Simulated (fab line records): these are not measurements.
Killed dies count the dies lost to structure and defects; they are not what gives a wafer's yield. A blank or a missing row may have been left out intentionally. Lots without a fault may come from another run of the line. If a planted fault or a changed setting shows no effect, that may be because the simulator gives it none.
One fault seen from 2 desks ; flow n5Finfet ; each desk holds nothing but its own numbers, with what lay behind them at the end

== FOR THE TOOL OWNER'S DESK: rieDiel-01 ==
The tool's own readings at N5_BEOL_M11_TRENCH_ETCH_37 (etches SiCOH lowk in C4F6/O2, target depth 148.83 nm, time 48 s): means of the sampled wafers that have a number, for each lot that ran on this tool. If a lot's mean is further than 4 standard deviations from the usual mean, the lot is out of limits and carries the mark OUT (the distance appears in the brackets). Only the readings that lie furthest out on some lot appear, 7 of the 8 it has.
Columns: A = chamberPressureMTorr at N5_BEOL_M11_TRENCH_ETCH_37, usual 30.000 mTorr; B = drypumpMotorCurrentA at N5_BEOL_M11_TRENCH_ETCH_37, usual 5.7 A; C = mfcArSccm at N5_BEOL_M11_TRENCH_ETCH_37, usual 300.3 sccm; D = oes_ar_750_au at N5_BEOL_M11_TRENCH_ETCH_37, usual 0.80 a.u.; E = oesProductAu at N5_BEOL_M11_TRENCH_ETCH_37, usual 0.79 a.u.; F = rfVppV at N5_BEOL_M11_TRENCH_ETCH_37, usual 661 V; G = throttleValvePct at N5_BEOL_M11_TRENCH_ETCH_37, usual 20.81 %
lot;first seen here;A;B;C;D;E;F;G
L848;day 12 01:03;29.980;5.1;300.6;0.84;0.83;655;20.97
L851;day 12 21:16;29.980;5.4;299.8;0.82;0.69;665;20.96
This desk's verdict: no lot among the 2 shows anything out of limits.

== THE METROLOGY DESK ==
What the gauges read for every lot (on any tool): the sampled wafers with a number, averaged. If a lot's mean is further than 4 standard deviations from the usual mean, the lot is out of limits and carries the mark OUT (the distance appears in the brackets). Shown are 7 of the 38 readings it has, namely the first that went out of limits plus those furthest out on some lot.
Columns: A = trenchDepthNm at N5_BEOL_M11_OCD_MEAS_38, usual 148.1 nm; B = M11_THK at N5_BEOL_M11_THK_MEAS_53, usual 140.7 nm; C = M11_RS at N5_BEOL_M11_RS_MEAS_57, usual 0.152 ohm/sq; D = SERP_M11 at N5_BEOL_M15_RC_MEAS_101, usual 3.08 ohm/um; E = SERP_M11_max_site at N5_BEOL_M15_RC_MEAS_101, usual 3.18 ohm/um; F = SERP_M6 at N5_BEOL_M15_RC_MEAS_101, usual 13.8 ohm/um; G = SERP_M6_max_site at N5_BEOL_M15_RC_MEAS_101, usual 14.3 ohm/um
lot;first seen here;A;B;C;D;E;F;G
L848;day 9 14:12;148.0;141.8;0.152;3.09;3.26;15.0;15.6
L851;day 10 13:35;114.4 (-13) OUT;108.0 (-12) OUT;0.214 (+20) OUT;4.29 (+15) OUT;4.46 (+13) OUT;13.0;13.7
L854;day 11 16:49;147.8;141.2;0.152;3.02;3.09;14.3;15.0
This desk's verdict: out of limits on L851, starting with L851 at day 12 21:26 (trenchDepthNm at N5_BEOL_M11_OCD_MEAS_38). L848, L854 stayed within limits.

== PUT TOGETHER ==
On L851, the metrology desk was in a position to raise an alarm at day 12 21:26.
Nothing out of limits was seen by the tool owner's desk.
The tool owner's desk has L851 on record, within its limits.
Every lot named ran N5_BEOL_M11_TRENCH_ETCH_37 on rieDiel-01.

== WHAT WAS PUT IN BY THE SIMULATOR ==
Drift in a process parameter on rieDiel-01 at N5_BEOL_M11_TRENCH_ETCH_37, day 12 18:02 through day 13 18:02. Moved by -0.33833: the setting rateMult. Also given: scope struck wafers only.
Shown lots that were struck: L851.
Per desk, hours elapsed from the start of the fault to the first reading out of limits: for the metrology desk, 3.
